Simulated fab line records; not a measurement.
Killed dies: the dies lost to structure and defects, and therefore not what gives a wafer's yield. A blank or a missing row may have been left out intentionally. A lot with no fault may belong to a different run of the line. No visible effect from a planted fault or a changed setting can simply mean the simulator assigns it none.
Matching of chambers || flow n5Finfet || aldMetal-02 running N5_BEOL_M3_ALD_84: 4 sister chambers
The step deposits TaN, pulse time 2 s, purge time 3 s, co reactant purge time 2 s. 4 wafers are shown with their chamber, then 9 later ones without.

## EACH WAFER AND ITS CHAMBER
{"wafer": "L086.6", "chamber": 2, "heaterPowerW (W)": 480}
{"wafer": "L088.1", "chamber": 0, "heaterPowerW (W)": 453}
{"wafer": "L088.2", "chamber": 1, "heaterPowerW (W)": 388}
{"wafer": "L088.4", "chamber": 3, "heaterPowerW (W)": 459}

## WAFERS WITHOUT THEIR CHAMBER
{"wafer": "L091.2", "heaterPowerW (W)": 451}
{"wafer": "L091.3", "heaterPowerW (W)": 483}
{"wafer": "L091.5", "heaterPowerW (W)": 398}
{"wafer": "L093.1", "heaterPowerW (W)": 480}
{"wafer": "L093.2", "heaterPowerW (W)": 452}
{"wafer": "L093.3", "heaterPowerW (W)": 397}
{"wafer": "L094.2", "heaterPowerW (W)": 451}
{"wafer": "L094.4", "heaterPowerW (W)": 481}
{"wafer": "L094.5", "heaterPowerW (W)": 485}

## THE CHAMBER EACH PASSED THROUGH
{"wafer": "L091.2", "from the rows above": "can't be placed: 0 or 3", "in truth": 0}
{"wafer": "L091.3", "from the rows above": 2, "in truth": 2}
{"wafer": "L091.5", "from the rows above": 1, "in truth": 1}
{"wafer": "L093.1", "from the rows above": 2, "in truth": 2}
{"wafer": "L093.2", "from the rows above": "can't be placed: 0 or 3", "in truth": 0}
{"wafer": "L093.3", "from the rows above": 1, "in truth": 1}
{"wafer": "L094.2", "from the rows above": "can't be placed: 0 or 3", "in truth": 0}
{"wafer": "L094.4", "from the rows above": 2, "in truth": 2}
{"wafer": "L094.5", "from the rows above": 2, "in truth": 2}
Correct placement for 6 of the 9. These rows do not allow placing 3 (true chamber among the candidates in 3). Placed wrongly: 0.
How it was worked out, from the rows above alone: a wafer's distance from a chamber is the root of the sum, over the readings, of the square of ((its reading less the chamber's mean) divided by the reading's scatter). If the next closest chamber is less than 2 further off than the closest, the wafer can't be placed; otherwise it belongs to the closest. A chamber's mean is the mean of its shown wafers. The scatter: with one shown wafer a chamber, the root of the mean of the squares of how far each hidden wafer lies from its nearest shown one.
